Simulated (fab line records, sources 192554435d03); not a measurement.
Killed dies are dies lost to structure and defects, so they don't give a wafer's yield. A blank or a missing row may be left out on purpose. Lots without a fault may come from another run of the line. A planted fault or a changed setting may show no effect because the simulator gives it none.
Which tool did it? | flow n5_finfet | 24 lots, 72 wafers sampled, at 6 steps of a route of 1938

WHAT THE GAUGES READ, wafer by wafer
N5_BEOL_M10_RS_MEAS_57: measures by four-point-probe. Usual: M10_RS 0.1511 ohm/sq, standard deviation 0.0024.
lot  | measured     | on            | M10_RS (ohm/sq)      | flag
L074 | day 10 20:22 | film_metro-01 | 0.1513 0.1528 0.1482 |
L076 | day 11 09:13 | film_metro-01 | 0.1524 0.1534 0.1510 |
L075 | day 11 07:37 | film_metro-01 | 0.1512 0.1489 0.1521 |
L079 | day 11 20:27 | film_metro-01 | 0.1546 0.1486 0.1514 |
L077 | day 12 05:14 | film_metro-02 | 0.1553 0.1539 0.1546 |
L078 | day 12 13:34 | film_metro-01 | 0.1483 0.1546 0.1483 |
L080 | day 13 01:16 | film_metro-01 | 0.1506 0.1525 0.1516 |
L082 | day 13 07:25 | film_metro-01 | 0.1498 0.1539 0.1500 |
L081 | day 13 14:43 | film_metro-02 | 0.1517 0.1512 0.1497 |
L084 | day 13 19:02 | film_metro-02 | 0.1520 0.1564 0.1531 |
L086 | day 13 22:12 | film_metro-02 | 0.1508 0.1490 0.1479 |
L085 | day 14 15:26 | film_metro-02 | 0.1537 0.1512 0.1533 |
L083 | day 14 18:33 | film_metro-01 | 0.1476 0.1477 0.1505 |
L087 | day 14 23:53 | film_metro-01 | 0.1513 0.1523 0.1458 |
L088 | day 14 20:50 | film_metro-01 | 0.1501 0.1471 0.1498 |
L089 | day 15 00:16 | film_metro-02 | 0.1518 0.1491 0.1511 |
L090 | day 15 05:15 | film_metro-01 | 0.1462 0.1463 0.1475 |
L091 | day 16 00:43 | film_metro-01 | 0.1534 0.1502 0.1540 |
L092 | day 16 06:10 | film_metro-01 | 0.1546 0.1472 0.1504 |
L093 | day 16 04:54 | film_metro-02 | 0.1535 0.1497 0.1532 |
L094 | day 16 05:52 | film_metro-02 | 0.1507 0.1485 0.1494 |
L095 | day 16 10:20 | film_metro-02 | 0.1517 0.1506 0.1520 |
L096 | day 17 07:13 | film_metro-01 | 0.1497 0.1483 0.1491 |
L097 | day 17 15:35 | film_metro-02 | 0.1496 0.1501 0.1532 |

N5_BEOL_M10_INSPECT_58: inspects for defects (darkfield). Usual: raw_defect_count 81, standard deviation 27.
lot  | measured     | on                | raw_defect_count | flag
L074 | day 10 20:23 | defect_inspect-01 | 67 42 50         |
L076 | day 11 09:14 | defect_inspect-02 | 96 121 83        |
L075 | day 11 07:39 | defect_inspect-01 | 58 88 78         |
L079 | day 11 20:28 | defect_inspect-02 | 91 80 72         |
L077 | day 12 05:16 | defect_inspect-02 | 78 106 63        |
L078 | day 12 13:35 | defect_inspect-01 | 58 58 72         |
L080 | day 13 01:17 | defect_inspect-02 | 67 96 60         |
L082 | day 13 07:26 | defect_inspect-02 | 87 57 67         |
L081 | day 13 14:44 | defect_inspect-01 | 109 108 65       |
L084 | day 13 19:03 | defect_inspect-01 | 58 68 73         |
L086 | day 13 22:14 | defect_inspect-02 | 59 83 78         |
L085 | day 14 15:28 | defect_inspect-01 | 61 90 57         |
L083 | day 14 18:34 | defect_inspect-01 | 54 53 85         |
L087 | day 14 23:55 | defect_inspect-01 | 131 92 113       |
L088 | day 14 20:53 | defect_inspect-02 | 105 137 71       |
L089 | day 15 00:17 | defect_inspect-01 | 79 82 64         |
L090 | day 15 05:16 | defect_inspect-01 | 75 75 103        |
L091 | day 16 00:45 | defect_inspect-02 | 95 99 109        |
L092 | day 16 06:11 | defect_inspect-01 | 43 39 46         |
L093 | day 16 04:55 | defect_inspect-02 | 69 75 61         |
L094 | day 16 05:54 | defect_inspect-02 | 111 84 178       |
L095 | day 16 10:21 | defect_inspect-02 | 98 49 68         |
L096 | day 17 07:14 | defect_inspect-01 | 74 82 74         |
L097 | day 17 15:37 | defect_inspect-02 | 46 79 84         |

N5_BEOL_M11_CD_MEAS_18: pitch 140 nm, target cd 70 nm. Usual: cd_nm 70.2 nm, standard deviation 0.5.
lot  | measured     | on        | cd_nm (nm)     | flag
L074 | day 10 22:55 | cd_sem-03 | 70.7 70.6 70.1 |
L076 | day 11 12:00 | cd_sem-03 | 70.8 70.5 70.0 |
L075 | day 11 10:47 | cd_sem-01 | 69.8 69.4 70.3 |
L079 | day 11 23:38 | cd_sem-01 | 69.8 70.1 69.4 |
L077 | day 12 07:54 | cd_sem-01 | 69.4 69.9 69.1 |
L078 | day 12 17:57 | cd_sem-02 | 70.0 69.6 69.9 |
L080 | day 13 06:07 | cd_sem-02 | 70.0 70.8 70.3 |
L082 | day 13 09:37 | cd_sem-03 | 70.2 70.1 70.8 |
L081 | day 13 17:34 | cd_sem-01 | 70.0 69.7 69.9 |
L084 | day 13 21:24 | cd_sem-03 | 69.8 70.1 69.8 |
L086 | day 14 02:45 | cd_sem-01 | 69.7 69.2 69.5 |
L085 | day 14 18:17 | cd_sem-01 | 70.2 70.9 70.3 |
L083 | day 14 21:32 | cd_sem-02 | 70.6 70.7 70.3 |
L087 | day 15 03:53 | cd_sem-01 | 71.2 71.6 71.5 |
L088 | day 15 00:25 | cd_sem-01 | 69.7 69.7 70.0 |
L089 | day 15 04:33 | cd_sem-01 | 70.4 70.5 69.6 |
L090 | day 15 08:20 | cd_sem-01 | 69.0 69.8 71.2 |
L091 | day 16 03:35 | cd_sem-02 | 70.5 70.1 70.1 |
L092 | day 16 09:41 | cd_sem-02 | 70.2 70.5 69.9 |
L093 | day 16 08:55 | cd_sem-02 | 70.4 70.8 70.3 |
L094 | day 16 09:10 | cd_sem-02 | 70.5 70.4 69.7 |
L095 | day 16 14:26 | cd_sem-03 | 70.2 71.0 70.8 |
L096 | day 17 09:37 | cd_sem-03 | 70.5 70.6 71.1 |
L097 | day 17 18:46 | cd_sem-02 | 70.3 69.7 70.5 |

WHICH TOOL RAN EACH LOT (tool, then ch and the chambers of the sampled wafers, then the start)
lot  | N5_BEOL_M10_CURE_71           | N5_BEOL_M10_ETCH_41                           | N5_BEOL_M11_PECVD_70
L074 | uv_cure-01 ch 0, day 10 13:11 | rie_diel-02 ch 0,1,2, day 10 20:22 or earlier | pecvd-03 ch 0,1,2, day 10 21:03
L076 | uv_cure-03 ch 1, day 11 00:11 | rie_diel-05 ch 1,2, day 11 09:13 or earlier   | pecvd-04 ch 0,2, day 11 09:54
L075 | uv_cure-01 ch 2, day 11 00:20 | rie_diel-05 ch 1,2, day 11 07:37 or earlier   | pecvd-04 ch 0,1,2, day 11 08:19
L079 | uv_cure-03 ch 2, day 11 14:58 | rie_diel-04 ch 0,1,3, day 11 20:27 or earlier | pecvd-01 ch 0,1,2, day 11 21:11
L077 | uv_cure-02 ch 1, day 11 20:14 | rie_diel-05 ch 2,3, day 12 05:14 or earlier   | pecvd-01 ch 0,2, day 12 05:56
L078 | uv_cure-02 ch 1, day 12 05:11 | rie_diel-02 ch 0,1, day 12 13:34 or earlier   | pecvd-03 ch 1,2, day 12 16:03
L080 | uv_cure-02 ch 1, day 12 13:38 | rie_diel-05 ch 0,1,3, day 13 01:16 or earlier | pecvd-03 ch 0,1, day 13 01:57
L082 | uv_cure-01 ch 0, day 12 22:46 | rie_diel-04 ch 1,2,3, day 13 07:25 or earlier | pecvd-04 ch 0,1,2, day 13 08:07
L081 | uv_cure-01 ch 0, day 13 08:31 | rie_diel-04 ch 0,1, day 13 14:43 or earlier   | pecvd-03 ch 0,1,2, day 13 15:24
L084 | uv_cure-01 ch 0, day 13 10:22 | rie_diel-05 ch 1,2,3, day 13 19:02 or earlier | pecvd-03 ch 0,1,2, day 13 19:43
L086 | uv_cure-01 ch 2, day 13 14:41 | rie_diel-02 ch 0,1,2, day 13 22:12 or earlier | pecvd-03 ch 1,2, day 13 22:53
L085 | uv_cure-03 ch 0, day 14 08:19 | rie_diel-05 ch 2,3, day 14 15:26 or earlier   | pecvd-04 ch 0,1,2, day 14 16:07
L083 | uv_cure-03 ch 2, day 14 09:37 | rie_diel-04 ch 0,1,2, day 14 18:33 or earlier | pecvd-04 ch 1,2, day 14 19:43
L087 | uv_cure-01 ch 1, day 14 12:39 | rie_diel-02 ch 0,3, day 14 23:53 or earlier   | pecvd-03 ch 0,1, day 15 00:35
L088 | uv_cure-02 ch 2, day 14 13:04 | rie_diel-05 ch 1,3, day 14 20:50 or earlier   | pecvd-03 ch 1,2, day 14 21:32
L089 | uv_cure-02 ch 0, day 14 15:27 | rie_diel-05 ch 0,3, day 15 00:16 or earlier   | pecvd-01 ch 0,2, day 15 00:58
L090 | uv_cure-03 ch 1, day 14 20:43 | rie_diel-02 ch 0,2, day 15 05:15 or earlier   | pecvd-03 ch 0,1,2, day 15 05:56
L091 | uv_cure-03 ch 0, day 15 18:46 | rie_diel-05 ch 1,2, day 16 00:43 or earlier   | pecvd-04 ch 0,1,2, day 16 01:25
L092 | uv_cure-02 ch 2, day 15 18:53 | rie_diel-02 ch 0,3, day 16 06:10 or earlier   | pecvd-01 ch 0,1, day 16 07:17
L093 | uv_cure-01 ch 1, day 15 19:18 | rie_diel-04 ch 1,2, day 16 04:54 or earlier   | pecvd-01 ch 0,1, day 16 05:38
L094 | uv_cure-01 ch 0, day 15 21:00 | rie_diel-04 ch 0,1,3, day 16 05:52 or earlier | pecvd-03 ch 1,2, day 16 06:48
L095 | uv_cure-01 ch 0, day 16 04:43 | rie_diel-05 ch 1,2,3, day 16 10:20 or earlier | pecvd-01 ch 0,1, day 16 11:03
L096 | uv_cure-02 ch 1, day 17 01:27 | rie_diel-05 ch 0,1,3, day 17 07:13 or earlier | pecvd-03 ch 0,1,2, day 17 07:54
L097 | uv_cure-01 ch 0, day 17 06:04 | rie_diel-04 ch 0,2,3, day 17 15:35 or earlier | pecvd-01 ch 0,2, day 17 16:17
- N5_BEOL_M10_CURE_71: cures SiCOH lowk, time 240 s.
- N5_BEOL_M10_ETCH_41: etches SiCN in CH3F/O2, target depth 42.6 nm, time 86 s.
- N5_BEOL_M11_PECVD_70: deposits SiO2 from TEOS/O2, target thk 20 nm, time 22.7 s.

WHAT THE TOOLS THEMSELVES READ (means of the sampled wafers that have a number; where no wafer has one, the mark that the record gives instead)
N5_BEOL_M10_CURE_71. Usual: lamp_power_pct 52.32 %, standard deviation 0.054; wafer_temp_C_max 386.6, standard deviation 0.58.
lot  | tool       | lamp_power_pct (%) | wafer_temp_C_max | flag
L074 | uv_cure-01 | 52.33              | 386.4            |
L076 | uv_cure-03 | 52.31              | 386.3            |
L075 | uv_cure-01 | 52.34              | 386.4            |
L079 | uv_cure-03 | 52.34              | 387.5            |
L077 | uv_cure-02 | 52.25              | 386.2            |
L078 | uv_cure-02 | 52.28              | 385.9            |
L080 | uv_cure-02 | 52.32              | 386.4            |
L082 | uv_cure-01 | 52.30              | 386.6            |
L081 | uv_cure-01 | 52.36              | 386.6            |
L084 | uv_cure-01 | 52.29              | 386.7            |
L086 | uv_cure-01 | 52.37              | 386.3            |
L085 | uv_cure-03 | 52.35              | 386.5            |
L083 | uv_cure-03 | 52.33              | 387.6            |
L087 | uv_cure-01 | 52.29              | 387.0            |
L088 | uv_cure-02 | 52.31              | 387.0            |
L089 | uv_cure-02 | 52.33              | 386.2            |
L090 | uv_cure-03 | 52.30              | 386.0            |
L091 | uv_cure-03 | 52.33              | 386.4            |
L092 | uv_cure-02 | 52.30              | 387.2            |
L093 | uv_cure-01 | 52.32              | 387.7            |
L094 | uv_cure-01 | 52.31              | 386.9            |
L095 | uv_cure-01 | 52.34              | 386.9            |
L096 | uv_cure-02 | 52.32              | 386.0            |
L097 | uv_cure-01 | 52.29              | 386.5            |

N5_BEOL_M10_ETCH_41. Usual: drypump_motor_current_A 5.9 A, standard deviation 0.37; oes_product_au 0.81 a.u., standard deviation 0.087; rf_vpp_V 297.9 V, standard deviation 2; showerhead_plenum_p_Torr 2.03 Torr, standard deviation 0.094; throttle_valve_pct 16.23 %, standard deviation 0.19.
lot  | tool        | drypump_motor_current_A (A) | oes_product_au (a.u.) | rf_vpp_V (V) | showerhead_plenum_p_Torr (Torr) | throttle_valve_pct (%) | flag
L074 | rie_diel-02 | 5.7                         | 0.87                  | 298.5        | 2.06                            | 16.13                  |
L076 | rie_diel-05 | 5.5                         | 0.78                  | 295.3        | 1.94                            | 16.41                  |
L075 | rie_diel-05 | 5.5                         | 0.78                  | 296.6        | 1.94                            | 16.41                  |
L079 | rie_diel-04 | 6.2                         | 0.76                  | 297.1        | 1.99                            | 16.22                  |
L077 | rie_diel-05 | 6.0                         | 0.88                  | 299.6        | 2.10                            | 16.19                  |
L078 | rie_diel-02 | 5.4                         | 0.80                  | 299.2        | 2.11                            | 16.16                  |
L080 | rie_diel-05 | 5.8                         | 0.80                  | 296.9        | 1.98                            | 16.29                  |
L082 | rie_diel-04 | 6.1                         | 0.84                  | 297.6        | 2.01                            | 16.20                  |
L081 | rie_diel-04 | 6.3                         | 0.89                  | 299.3        | 2.12                            | 16.02                  |
L084 | rie_diel-05 | 5.8                         | 0.83                  | 297.6        | 2.00                            | 16.31                  |
L086 | rie_diel-02 | 5.7                         | 0.82                  | 297.9        | 2.05                            | 16.18                  |
L085 | rie_diel-05 | 6.1                         | 0.87                  | 298.9        | 2.07                            | 16.18                  |
L083 | rie_diel-04 | 6.2                         | 0.87                  | 298.6        | 2.05                            | 16.17                  |
L087 | rie_diel-02 | 5.7                         | 0.73                  | 298.8        | 2.07                            | 16.19                  |
L088 | rie_diel-05 | 5.7                         | 0.77                  | 295.1        | 1.90                            | 16.42                  |
L089 | rie_diel-05 | 6.0                         | 0.83                  | 298.3        | 2.05                            | 16.18                  |
L090 | rie_diel-02 | 6.0                         | 0.85                  | 297.5        | 2.00                            | 16.10                  |
L091 | rie_diel-05 | 5.5                         | 0.74                  | 295.4        | 1.93                            | 16.48                  |
L092 | rie_diel-02 | 5.5                         | 0.74                  | 299.3        | 2.08                            | 16.17                  |
L093 | rie_diel-04 | 6.1                         | 0.84                  | 297.2        | 1.99                            | 16.32                  |
L094 | rie_diel-04 | 6.2                         | 0.89                  | 298.4        | 2.06                            | 15.98                  |
L095 | rie_diel-05 | 5.8                         | 0.79                  | 298.0        | 2.00                            | 16.35                  |
L096 | rie_diel-05 | 5.8                         | 0.75                  | 296.6        | 1.97                            | 16.35                  |
L097 | rie_diel-04 | 6.2                         | 0.83                  | 296.9        | 1.99                            | 16.21                  |

N5_BEOL_M11_PECVD_70. Usual: heater_power_w 654 W, standard deviation 75; showerhead_plenum_p_Torr 8.80 Torr, standard deviation 0.05; throttle_valve_pct 22.8 %, standard deviation 1.7.
lot  | tool     | heater_power_w (W) | showerhead_plenum_p_Torr (Torr) | throttle_valve_pct (%) | flag
L074 | pecvd-03 | 654                | 8.79                            | 22.6                   |
L076 | pecvd-04 | 599                | 8.76                            | 21.9                   |
L075 | pecvd-04 | 703                | 8.82                            | 22.4                   |
L079 | pecvd-01 | 593                | 8.79                            | 23.2                   |
L077 | pecvd-01 | 521                | 8.77                            | 23.0                   |
L078 | pecvd-03 | 680                | 8.80                            | 24.4                   |
L080 | pecvd-03 | 667                | 8.82                            | 22.8                   |
L082 | pecvd-04 | 730                | 8.81                            | 22.5                   |
L081 | pecvd-03 | 689                | 8.82                            | 22.7                   |
L084 | pecvd-03 | 691                | 8.81                            | 22.8                   |
L086 | pecvd-03 | 711                | 8.76                            | 22.7                   |
L085 | pecvd-04 | 676                | 8.83                            | 22.5                   |
L083 | pecvd-04 | 692                | 8.88                            | 23.2                   |
L087 | pecvd-03 | 609                | 8.82                            | 22.9                   |
L088 | pecvd-03 | 742                | 8.77                            | 22.5                   |
L089 | pecvd-01 | 555                | 8.78                            | 22.3                   |
L090 | pecvd-03 | 676                | 8.81                            | 22.7                   |
L091 | pecvd-04 | 710                | 8.81                            | 22.7                   |
L092 | pecvd-01 | 651                | 8.79                            | 23.3                   |
L093 | pecvd-01 | 537                | 8.79                            | 22.3                   |
L094 | pecvd-03 | 668                | 8.78                            | 22.7                   |
L095 | pecvd-01 | 605                | 8.79                            | 23.3                   |
L096 | pecvd-03 | 701                | 8.79                            | 22.6                   |
L097 | pecvd-01 | 608                | 8.77                            | 22.3                   |

THE ANSWER, worked out from the rows above alone
Rule: a lot is off if the mean of its wafers that have a number lies more than 3 standard deviations from the usual mean. A lot without any number at a reading at which 4 lots or more have one is off too. The other lots that the step has rows for count as sound. The gauges are gone through in route order, then the tools' own readings, and for those a lot's mean is taken as printed above. The first step at which some lot is off is used, and at that step the reading that is off furthest; a lot without a number counts as furthest.
No lot is off at any reading shown: from this, nothing can be told.

WHAT THE SIMULATOR HAD PUT IN
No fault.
